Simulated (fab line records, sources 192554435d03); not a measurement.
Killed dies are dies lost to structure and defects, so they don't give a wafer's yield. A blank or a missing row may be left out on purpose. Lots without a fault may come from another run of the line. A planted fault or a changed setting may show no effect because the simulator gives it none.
A struck lot beside a sound one | flow n5_finfet | 40 steps out of a route of 1938
Sound: wafers L227.2, L227.3, L227.4. Struck: wafers L235.1, L235.2, L235.4. The cause comes at the end.
At each step with rows: each side's tool, then ch and its chambers, then its first start. Under that, the readings that differ: sound wafers | struck wafers | difference of the means | sigmas: that difference in standard deviations of wafers without a fault.
alike: readings whose means differ by less than 2 such deviations, and words and numbers that are the same on both sides. not compared: withheld readings, readings that some wafer has no value for, bounds like >300 that may hide the same value, and numbers for which the record gives no deviation and whose values overlap.
The two part at a step that has a row with sigmas, a row that says differs or no value, or rows on one side only. Numbers that don't overlap but have no deviation are shown without sigmas and don't part them. A reading that every wafer of one side lacks parts them only if that side has two wafers or more.

first, 1 step without rows for these wafers: N5_BEOL_M5_PRE_CLEAN_45 (time 30 s).
N5_BEOL_M5_ALD_86: deposits TaN, pulse time 2 s, purge time 3 s, co reactant purge time 2 s.
  sound on ald_metal-02 ch 1,3, day 9 15:31; struck on ald_metal-02 ch 1,3, day 11 13:13
  alike: heater_power_w
then, 6 steps without rows for these wafers: N5_BEOL_M5_SURFACE_TREAT_87; N5_BEOL_M5_CVD_47 (deposits Co from CCTBA/H2, target thk 3 nm, time 216 s); N5_BEOL_M5_SPUTTER_48 (material Cu, target thk 15 nm, time 27.62 s); N5_BEOL_M5_ANNEAL_49 (time 1800 s); N5_BEOL_M5_SPUTTER_81 (material Cu, target thk 15 nm, time 27.62 s); N5_BEOL_M5_ANNEAL_82 (time 1800 s).
N5_BEOL_M5_SPUTTER_83: material Cu, target thk 15 nm, time 27.62 s.
  sound on pvd_sputter-01, day 9 18:22; struck on pvd_sputter-02, day 11 16:07
  alike: chuck_gas_flow_sccm, throttle_valve_pct
then, 1 step without rows for these wafers: N5_BEOL_M5_ANNEAL_84 (time 1800 s).
N5_BEOL_M5_SPUTTER_88: material Cu, target thk 15 nm, time 27.62 s.
  sound on pvd_sputter-01, day 9 19:27; struck on pvd_sputter-02, day 11 17:11
  alike: chuck_gas_flow_sccm, throttle_valve_pct
then, 1 step without rows for these wafers: N5_BEOL_M5_ANNEAL_89 (time 1800 s).
N5_BEOL_M5_SPUTTER_90: material Cu, target thk 4.5 nm, time 8.29 s.
  sound on pvd_sputter-01, day 9 20:32; struck on pvd_sputter-02, day 11 18:17
  alike: chuck_gas_flow_sccm, throttle_valve_pct
then, 4 steps without rows for these wafers: N5_BEOL_M5_ECD_50 (material Cu, target thk 300 nm); N5_BEOL_M5_ANNEAL_51 (time 90 s); N5_BEOL_M5_CMP_52 (polishes, stops on SiCOH lowk, t overpolish 6.9 s, target thk 62 nm); N5_BEOL_M5_PRE_CLEAN_77 (time 15 s).
N5_BEOL_M5_CO_CAP_78: material Co, precursor CCTBA/H2, target thk 2 nm, time 102.1 s.
  sound on cvd_co-01 ch 0,2, day 9 21:34; struck on cvd_co-02 ch 0,1, day 11 19:09
  alike: heater_power_w
then, 2 steps without rows for these wafers: N5_BEOL_M5_PRE_CLEAN_55 (time 15 s); N5_BEOL_M5_DEP_56 (deposits SiCN from 3MS/NH3, target thk 8 nm, time 14 s).
N5_BEOL_M5_RS_MEAS_57: measures by four-point-probe.
  sound on film_metro-02, day 9 21:45; struck on film_metro-02, day 11 19:20
  alike: M5_RS
then, 2 steps without rows for these wafers: N5_BEOL_M6_ILD_DEP_00 (deposits SiCOH lowk from DEMS/porogen, target thk 179.75 nm, time 33.4 s); N5_BEOL_M6_CURE_74 (cures SiCOH lowk, time 240 s).
N5_BEOL_M6_THK_MEAS_01:
  sound on film_metro-02, day 9 22:24; struck on film_metro-01, day 11 19:59
  alike: M6_ILD_THK
then, 10 steps without rows for these wafers: N5_BEOL_M6_PECVD_70 (deposits SiO2 from TEOS/O2, target thk 20 nm, time 22.7 s); N5_BEOL_M6_HM_DEP_02 (deposits TiN, target thk 20 nm); N5_BEOL_M6_COAT_59 (time 60 s, resist thk 100 nm); N5_BEOL_M6_COAT_60 (time 60 s, resist thk 35 nm); N5_BEOL_M6_COAT_05 (resist thk 90 nm); N5_BEOL_M6_EBR_07; N5_BEOL_M6_SOFTBAKE_06 (time 60 s); N5_BEOL_M6_EXPOSE_08 (exposes mask M6); N5_BEOL_M6_PEB_09 (peb time 60 s); N5_BEOL_M6_DEVELOP_10 (develop time 30 s).
N5_BEOL_M6_CD_MEAS_11: target cd 38.5 nm.
  sound on cd_sem-02 ch 0, day 9 23:44; struck on cd_sem-01 ch 0, day 11 23:05
  alike: cd_nm
N5_BEOL_M6_OVL_MEAS_12:
  sound on overlay-01 ch 0, day 9 23:46; struck on overlay-02 ch 0, day 11 23:07
  alike: M6_OVL
then, 1 step without rows for these wafers: N5_BEOL_M6_DESCUM_16 (chemistry O2, time 7.9 s).
N5_BEOL_M6_ETCH_61: etches SiARC in CF4, target depth 45.5 nm, time 75.8 s.
  sound on rie_diel-05 ch 0,1,2, day 9 23:58; struck on rie_diel-06 ch 0,2,3, day 11 23:53
  alike: drypump_motor_current_A, etch_rf_on_time_s, oes_product_au, rf_fwd_power_W, rf_vpp_V, showerhead_plenum_p_Torr, throttle_valve_pct
  not compared: rf_hours_counter_h
then, 1 step without rows for these wafers: N5_BEOL_M6_ETCH_62 (etches SOC in N2/H2, target depth 110 nm, overetch 22 nm, time 165 s).
-- the record jumps here: 4 days lie between the struck wafers' starts before and after (it left off in module BEOL_M6 and takes up again in module PASSIVATION, whose first step shown is number 1936 of the route) --
N5_PASSIVATION_PROBE_49:
  the record has rows for the struck wafers here (prober-02, day 15 19:21) and none for the sound ones

WHERE THEY PART
Only at N5_PASSIVATION_PROBE_49, within this record.

WHY: what the simulator had put in
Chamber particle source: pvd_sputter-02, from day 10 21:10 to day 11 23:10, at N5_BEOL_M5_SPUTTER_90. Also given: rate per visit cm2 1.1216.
